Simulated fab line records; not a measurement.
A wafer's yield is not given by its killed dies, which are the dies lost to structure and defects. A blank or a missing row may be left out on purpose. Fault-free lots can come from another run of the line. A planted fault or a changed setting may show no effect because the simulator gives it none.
fab line records	flow nand-harc	part 1 of 2: steps 1 to 4 of 6
[record] lots = 24	wafers = 72	last-day = 33
route steps=1302 shown A_SLIT@924 A_CONTACT@998
lots that met no fault: from a run of the same line without faults
start-h: the number of hours between the record's first day and the start of the first shown wafer of the lot	wait-h: hours from the lot's prior step to this one	" same as the row above	L1.1+2: one row covering several wafers at once	- no value present, or no start provided	* or withheld: withheld	< > ~ a bound
route shown NAME@n: names a module that has steps shown in the file, with the first one's number in the route	usual: the fault-free wafers' mean and standard deviation	same: alike in all rows	chamber/n: place in a boat	sites: per-site readings	_std_site: their standard deviation	_edge_site: inner sites' mean taken away from outer sites' mean	radius-mm: how far each site lies from the wafer's centre	mask NAME#n: copy n	behind: the last tool/chamber to shape the wafer	hold: cause of the lot's hold/its duration in hours/its outcome	device: names the non-switching transistor (n, p or np)	end of line: the same wafers' tests at the end of the route	for a step that has no rows: nothing shown but its recipe	killed: not the wafer's yield, but the dies lost to structure and defects at the first sort	map: per-die view of a wafer (x killed, . not killed, _ where there is no die)
set.NAME: the setting the step ran with; set.NAME@STEP: the setting that earlier step ran with	model.NAME: the simulator's own value behind a step, which no gauge read
one table for each step of the route and one row for each wafer, over a sample of lots
services: when a tool's chamber went out of use (start-h, in hours from the record's first day, below 0 if earlier), for how many hours, and the reason
[[steps]]
[step NHARC_A_SLIT_DEP_23]
[recipe] target-thk-a = 1000	target-thk-nm = 100	temp-c = 400	pressure-torr = 3.5	flow-sccm = 200	rf-w = 350	material = SiON
[usual] heater-power-outer-w = 457/68	heater-power-w = 732/83
lot.wafer	tool	chamber	start-h	wait-h	heater-power-outer-w	heater-power-w
L074.1	pecvd-03	0	440.81	3.1	559	864
L074.3	"	1	"	"	403	655
L074.4	"	1	"	"	407	657
L075.3	pecvd-02	2	462.40	1.9	482	754
L075.1	"	0	"	"	458	723
L075.5	"	1	"	"	440	771
L076.2	pecvd-02	0	475.28	2.5	505	802
L076.4	"	0	"	"	517	809
L076.5	"	1	"	"	412	734
L077.2	pecvd-01	1	475.41	2.5	336	598
L077.3	"	2	"	"	369	590
L077.1	"	0	"	"	569	836
L078.5	pecvd-01	1	489.32	0.7	336	619
L078.4	"	2	"	"	424	661
L078.6	"	0	"	"	592	863
L079.1	pecvd-02	2	506.46	3.2	421	638
L079.4	"	1	"	"	475	797
L079.6	"	0	"	"	499	801
L080.1	pecvd-01	1	511.15	3.1	410	721
L080.4	"	1	"	"	407	698
L080.5	"	2	"	"	378	629
L081.3	pecvd-02	0	511.17	1.9	546	878
L081.4	"	0	"	"	549	861
L081.5	"	1	"	"	431	724
L082.6	pecvd-02	2	523.35	0.1	406	652
L082.4	"	0	"	"	533	840
L082.5	"	1	"	"	431	711
L083.3	pecvd-01	0	523.62	1.9	552	821
L083.6	"	1	"	"	315	599
L083.5	"	2	"	"	380	616
L084.3	pecvd-01	1	541.61	1.9	381	672
L084.6	"	0	"	"	492	753
L084.4	"	1	"	"	379	679
L085.1	pecvd-01	2	549.19	3.2	385	630
L085.5	"	2	"	"	385	630
L085.6	"	0	"	"	501	719
L086.1	pecvd-02	1	571.65	3.2	356	638
L086.5	"	1	"	"	369	645
L086.4	"	2	"	"	400	638
L087.3	pecvd-03	1	584.11	1.9	425	704
L087.2	"	2	"	"	495	801
L087.5	"	2	"	"	513	803
L088.1	pecvd-03	2	596.38	3.2	505	812
L088.3	"	1	"	"	398	663
L088.4	"	2	"	"	517	821
L089.2	pecvd-03	2	596.55	2.5	503	779
L089.1	"	0	"	"	557	866
L089.6	"	2	"	"	498	815
L090.2	pecvd-02	0	606.52	2.6	536	879
L090.4	"	0	"	"	537	862
L090.5	"	2	"	"	418	655
L091.1	pecvd-01	2	606.86	3.2	423	678
L091.3	"	0	"	"	488	710
L091.4	"	0	"	"	504	729
L093.2	pecvd-03	0	651.17	2.6	535	783
L093.6	"	2	"	"	486	759
L093.4	"	1	"	"	393	647
L092.1	pecvd-02	0	651.85	3.2	524	816
L092.4	"	2	"	"	453	700
L092.6	"	0	"	"	511	825
L094.3	pecvd-02	0	655.63	1.9	543	865
L094.5	"	2	"	"	446	703
L094.4	"	1	"	"	393	677
L095.2	pecvd-03	0	668.94	2.6	534	839
L095.6	"	1	"	"	414	697
L095.4	"	0	"	"	545	835
L096.1	pecvd-03	2	684.48	3.2	542	807
L096.3	"	1	"	"	340	610
L096.6	"	1	"	"	358	602
L097.1	pecvd-03	2	685.47	3.1	553	892
L097.4	"	2	"	"	562	890
L097.5	"	0	"	"	494	768
[step NHARC_A_SLIT_DESCUM_14]
[recipe] time-s = 3	o2-flow-sccm = 200	ar-flow-sccm = 0	bias-power-w = 0	chemistry = O2
[usual] drypump-motor-current-A = 5.4/0.44	o2-flow-sccm = 200.0/0.61	oes-product-au = 0.997/0.011	rf-vpp-V = 57.6/0.87	showerhead-plenum-p-Torr = 1.89/0.093	throttle-valve-pct = 11.311/0.0089
lot.wafer	tool	chamber	start-h	wait-h	drypump-motor-current-A	o2-flow-sccm	oes-product-au	rf-hours-counter-h	rf-vpp-V	showerhead-plenum-p-Torr	throttle-valve-pct
L074.1	rie-diel-05	2	441.68	0.1	6.2	200.4	0.992	1.4	58.5	1.92	11.312
L074.3	"	0	"	"	5.6	200.3	1.011	1.3	57.7	1.85	11.325
L074.4	"	1	"	"	5.3	199.6	0.996	0.1	56.9	1.78	11.314
L075.1	rie-diel-05	2	463.11	0.1	6.2	200.0	1.004	4.2	58.0	1.92	11.312
L075.3	"	3	"	"	5.0	199.4	0.997	3.9	57.5	2.02	11.307
L075.5	"	3	"	"	5.0	199.9	0.987	-	58.4	2.02	11.312
L076.4	rie-diel-05	0	476.14	0.1	5.6	199.5	1.005	5.4	57.9	1.85	11.317
L076.2	"	3	"	"	5.0	199.2	0.998	4.5	57.6	2.02	11.320
L076.5	"	0	"	"	5.6	200.6	1.007	-	56.1	1.85	11.315
L077.2	rie-diel-08	3	476.30	0.1	4.8	200.8	0.992	4.5	57.4	1.97	11.314
L077.3	"	0	"	"	5.9	200.7	0.999	4.1	58.1	1.78	11.309
L077.1	"	2	"	"	5.4	201.8	1.007	4.7	57.3	1.96	11.327
L078.4	rie-diel-08	1	489.98	0.1	4.9	200.5	0.981	5.5	58.3	1.80	11.314
L078.6	"	1	"	"	4.9	199.7	0.986	-	56.3	1.80	11.290
L078.5	"	2	"	"	5.4	200.4	1.007	-	58.1	1.96	11.311
L079.4	rie-diel-08	0	507.30	0.1	5.8	200.0	1.008	7.0	57.3	1.78	11.297
L079.1	"	1	"	"	4.9	199.0	0.994	6.7	57.5	1.80	11.335
L079.6	"	0	"	"	5.8	199.9	1.008	-	58.5	1.78	11.306
L081.4	rie-diel-05	3	511.90	0.1	5.0	199.4	1.001	6.8	57.3	2.02	11.314
L081.3	"	0	"	"	5.6	200.6	1.010	8.2	57.6	1.85	11.320
L081.5	"	2	"	"	6.3	200.3	0.990	-	56.5	1.92	11.315
L080.1	rie-diel-08	1	512.06	0.1	4.9	200.9	0.984	7.9	56.3	1.80	11.313
L080.4	"	3	"	"	4.9	200.3	0.997	-	56.8	1.96	11.308
L080.5	"	1	"	"	4.9	200.5	0.995	-	57.5	1.80	11.298
L082.4	rie-diel-07	3	524.00	0.1	5.3	199.8	0.991	1.4	57.8	2.05	11.315
L082.5	"	3	"	"	5.3	200.4	0.997	-	58.8	2.05	11.311
L082.6	"	0	"	"	5.4	199.8	1.001	-	58.2	1.81	11.308
L083.3	rie-diel-05	0	524.48	0.1	5.6	199.7	0.999	9.1	58.8	1.85	11.313
L083.5	"	0	"	"	5.6	200.0	0.994	-	57.2	1.85	11.308
L083.6	"	3	"	"	5.0	200.4	0.996	-	57.2	2.02	11.320
L084.4	rie-diel-05	2	542.42	0.1	6.3	200.1	0.990	9.8	59.1	1.92	11.302
L084.3	"	3	"	"	5.0	199.9	0.986	9.1	57.5	2.02	11.319
L084.6	"	3	"	"	5.0	200.7	0.987	-	57.6	2.02	11.327
L085.1	rie-diel-07	1	549.92	0.1	5.1	199.6	1.008	3.2	57.0	1.82	11.317
L085.5	"	3	"	"	5.3	199.5	0.982	-	58.8	2.05	11.321
L085.6	"	0	"	"	5.4	199.6	0.980	-	58.4	1.81	11.313
L086.1	rie-diel-08	1	572.38	0.1	4.8	199.9	0.988	1.0	56.4	1.80	11.310
L086.4	"	0	"	"	5.9	200.0	1.006	0.8	57.1	1.78	11.307
L086.5	"	2	"	"	5.4	199.5	0.995	-	57.7	1.96	11.307
L087.2	rie-diel-08	1	584.97	0.1	4.8	200.0	0.983	2.0	57.9	1.80	11.304
L087.3	"	0	"	"	5.9	199.9	1.001	1.4	55.1	1.78	11.304
L087.5	"	1	"	"	4.9	200.6	0.982	-	57.4	1.80	11.302
L088.1	rie-diel-05	1	597.25	0.1	5.3	199.5	0.984	0.8	57.2	1.78	11.298
L088.4	"	2	"	"	6.3	200.4	0.981	0.7	57.4	1.92	11.309
L088.3	"	3	"	"	5.0	199.5	0.986	0.4	57.5	2.02	11.306
L089.2	rie-diel-07	0	597.42	0.1	5.4	200.3	0.981	4.7	57.4	1.81	11.310
L089.1	"	2	"	"	5.9	200.7	1.009	5.2	58.0	2.02	11.331
L089.6	"	0	"	"	5.4	200.0	0.990	-	57.8	1.81	11.308
L090.4	rie-diel-07	1	607.39	0.1	5.1	200.9	1.019	6.0	58.6	1.82	11.317
L090.2	"	2	"	"	5.8	200.1	1.015	6.4	58.1	2.02	11.300
L090.5	"	1	"	"	5.1	200.1	1.024	-	56.3	1.82	11.297
L091.1	rie-diel-08	2	607.70	0.1	5.4	199.1	1.003	3.1	58.7	1.96	11.328
L091.4	"	3	"	"	4.9	200.0	0.985	3.1	58.0	1.96	11.320
L091.3	"	0	"	"	5.8	198.6	1.015	2.8	56.7	1.78	11.308
L093.2	rie-diel-08	0	652.00	0.1	5.9	200.5	1.019	6.0	57.3	1.78	11.319
L093.6	"	2	"	"	5.4	199.7	0.985	-	57.8	1.96	11.312
L093.4	"	3	"	"	4.8	200.8	0.978	-	57.7	1.96	11.307
L092.4	rie-diel-05	0	652.70	0.1	5.6	200.7	1.003	2.6	57.3	1.85	11.304
L092.1	"	1	"	"	5.3	199.3	1.000	3.5	57.1	1.78	11.315
L092.6	"	2	"	"	6.2	199.4	0.998	-	57.7	1.92	11.331
L094.3	rie-diel-05	3	656.34	0.1	5.0	201.3	0.995	3.9	58.4	2.01	11.321
L094.4	"	2	"	"	6.3	200.8	1.001	4.4	59.1	1.92	11.295
L094.5	"	0	"	"	5.6	199.0	1.005	-	58.1	1.85	11.304
L095.2	rie-diel-08	2	669.76	0.1	5.4	199.2	0.996	6.8	57.4	1.96	11.310
L095.4	"	3	"	"	4.8	201.0	0.989	6.9	56.7	1.96	11.305
L095.6	"	1	"	"	4.8	199.3	0.976	-	58.0	1.80	11.315
L096.3	rie-diel-05	1	685.23	0.1	5.3	200.5	0.984	5.5	56.4	1.78	11.328
L096.1	"	2	"	"	6.3	199.9	0.994	5.8	57.5	1.92	11.305
L096.6	"	0	"	"	5.6	200.1	1.004	-	57.7	1.85	11.305
L097.1	rie-diel-07	1	686.33	0.1	5.1	200.3	1.019	1.1	58.7	1.82	11.304
L097.4	"	3	"	"	5.3	200.3	1.005	0.7	58.7	2.05	11.318
L097.5	"	1	"	"	5.1	199.4	1.017	-	55.6	1.82	11.308
[step NHARC_A_CONTACT_OVL_MEAS_43]
[usual] overlay-x-nm = -0.1/0.73	overlay-y-nm = 0.1/1.1
lot.wafer	tool	chamber	start-h	wait-h	overlay-x-nm	overlay-y-nm
L074.1	overlay-02	-	480.42	-	-1.3	0.4
L074.3	"	-	"	"	-0.4	-0.2
L074.4	"	-	"	"	-0.3	0.2
L075.1	overlay-02	-	503.48	-	-0.1	0.5
L075.3	"	-	"	"	-0.7	1.3
L075.5	"	-	"	"	-0.5	0.5
L077.1	overlay-02	-	513.01	-	0.3	0.5
L077.2	"	-	"	"	0.5	0.5
L077.3	"	-	"	"	0.5	1.1
L076.2	overlay-02	-	516.20	-	-0.8	0.5
L076.4	"	-	"	"	-0.1	0.7
L076.5	"	-	"	"	-0.1	0.8
L078.4	overlay-02	-	528.66	-	0.2	0.5
L078.5	"	-	"	"	-0.3	0.4
L078.6	"	-	"	"	0.5	0.2
L079.1	overlay-02	-	545.85	-	0.8	0.7
L079.4	"	-	"	"	0.9	0.9
L079.6	"	-	"	"	1.1	0.3
L081.3	overlay-01	-	551.03	-	-0.9	-1.2
L081.4	"	-	"	"	-1.5	-0.4
L081.5	"	-	"	"	-1.1	-1.1
L080.1	overlay-02	-	553.80	-	-0.5	-0.5
L080.4	"	-	"	"	-0.8	-0.3
L080.5	"	-	"	"	-0.6	-0.6
L083.3	overlay-01	-	563.61	-	-0.4	2.3
L083.5	"	-	"	"	-1.1	1.6
L083.6	"	-	"	"	-0.4	2.1
L082.4	overlay-01	-	565.38	-	0.0	0.8
L082.5	"	-	"	"	0.2	0.9
L082.6	"	-	"	"	-0.3	0.8
L084.3	overlay-02	-	586.42	-	-1.1	0.0
L084.4	"	-	"	"	-1.0	0.8
L084.6	"	-	"	"	-1.9	0.5
L085.1	overlay-01	-	590.48	-	0.0	-1.2
L085.5	"	-	"	"	-0.1	-0.6
L085.6	"	-	"	"	0.7	-1.0
L086.1	overlay-02	-	613.79	-	0.5	-1.2
L086.4	"	-	"	"	0.1	-0.3
L086.5	"	-	"	"	0.1	-0.7
L087.2	overlay-01	-	625.13	-	0.4	1.7
L087.3	"	-	"	"	0.0	1.5
L087.5	"	-	"	"	0.2	1.5
L089.1	overlay-02	-	636.90	-	0.2	-0.9
L089.2	"	-	"	"	0.0	-1.2
L089.6	"	-	"	"	-0.2	-0.3
L088.1	overlay-01	-	638.91	-	-0.5	0.0
L088.3	"	-	"	"	-0.1	0.1
L088.4	"	-	"	"	0.3	0.4
L091.1	overlay-02	-	646.29	-	0.6	1.0
L091.3	"	-	"	"	0.7	1.5
L091.4	"	-	"	"	0.7	0.9
L090.2	overlay-01	-	646.44	-	0.1	-2.2
L090.4	"	-	"	"	0.2	-3.3
L090.5	"	-	"	"	-0.3	-2.1
L092.1	overlay-02	-	691.44	-	-0.1	1.7
L092.4	"	-	"	"	-0.7	1.7
L092.6	"	-	"	"	0.4	1.5
L093.2	overlay-01	-	695.64	-	0.2	-0.7
L093.4	"	-	"	"	0.6	-1.3
L093.6	"	-	"	"	0.6	-1.2
L094.3	overlay-01	-	699.51	-	-0.2	-1.4
L094.4	"	-	"	"	0.1	-1.6
L094.5	"	-	"	"	-0.3	-1.2
L095.2	overlay-02	-	706.87	-	-0.1	0.4
L095.4	"	-	"	"	-0.1	0.0
L095.6	"	-	"	"	0.1	0.1
L096.1	overlay-01	-	724.69	-	0.3	0.3
L096.3	"	-	"	"	0.1	-0.1
L096.6	"	-	"	"	0.2	-0.5
L097.1	overlay-01	-	728.23	-	-1.6	0.7
L097.4	"	-	"	"	-2.0	0.4
L097.5	"	-	"	"	-2.2	0.5
[step NHARC_A_CONTACT_INSPECT_44]
[usual] raw-defect-count = 79/33
lot.wafer	tool	chamber	start-h	wait-h	raw-defect-count
L074.1	defect-inspect-02	-	480.46	0.0	116
L074.3	"	-	"	"	109
L074.4	"	-	"	"	124
L075.1	defect-inspect-01	-	503.52	0.0	49
L075.3	"	-	"	"	47
L075.5	"	-	"	"	65
L077.1	defect-inspect-02	-	513.05	0.0	61
L077.2	"	-	"	"	53
L077.3	"	-	"	"	59
L076.2	defect-inspect-02	-	516.24	0.0	102
L076.4	"	-	"	"	89
L076.5	"	-	"	"	95
L078.4	defect-inspect-01	-	528.70	0.0	66
L078.5	"	-	"	"	63
L078.6	"	-	"	"	72
L079.1	defect-inspect-02	-	545.89	0.0	44
L079.4	"	-	"	"	68
L079.6	"	-	"	"	50
L081.3	defect-inspect-02	-	551.06	0.0	61
L081.4	"	-	"	"	60
L081.5	"	-	"	"	69
L080.1	defect-inspect-01	-	553.83	0.0	138
L080.4	"	-	"	"	142
L080.5	"	-	"	"	157
L083.3	defect-inspect-02	-	563.65	0.0	126
L083.5	"	-	"	"	135
L083.6	"	-	"	"	112
L082.4	defect-inspect-02	-	565.42	0.0	66
L082.5	"	-	"	"	66
L082.6	"	-	"	"	62
L084.3	defect-inspect-01	-	586.46	0.0	90
L084.4	"	-	"	"	69
L084.6	"	-	"	"	74
L085.1	defect-inspect-01	-	590.51	0.0	90
L085.5	"	-	"	"	80
L085.6	"	-	"	"	73
L086.1	defect-inspect-01	-	613.82	0.0	25
L086.4	"	-	"	"	11
L086.5	"	-	"	"	16
L087.2	defect-inspect-02	-	625.16	0.0	95
L087.3	"	-	"	"	105
L087.5	"	-	"	"	107
L089.1	defect-inspect-01	-	636.94	0.0	92
L089.2	"	-	"	"	88
L089.6	"	-	"	"	88
L088.1	defect-inspect-01	-	638.95	0.0	61
L088.3	"	-	"	"	67
L088.4	"	-	"	"	59
L091.1	defect-inspect-02	-	646.33	0.0	103
L091.3	"	-	"	"	86
L091.4	"	-	"	"	106
L090.2	defect-inspect-01	-	646.48	0.0	65
L090.4	"	-	"	"	62
L090.5	"	-	"	"	50
L092.1	defect-inspect-02	-	691.48	0.0	25
L092.4	"	-	"	"	21
L092.6	"	-	"	"	27
L093.2	defect-inspect-02	-	695.68	0.0	82
L093.4	"	-	"	"	68
L093.6	"	-	"	"	79
L094.3	defect-inspect-01	-	699.55	0.0	122
L094.4	"	-	"	"	89
L094.5	"	-	"	"	116
L095.2	defect-inspect-02	-	706.91	0.0	21
L095.4	"	-	"	"	22
L095.6	"	-	"	"	28
L096.1	defect-inspect-01	-	724.73	0.0	88
L096.3	"	-	"	"	78
L096.6	"	-	"	"	89
L097.1	defect-inspect-01	-	728.27	0.0	115
L097.4	"	-	"	"	128
L097.5	"	-	"	"	141
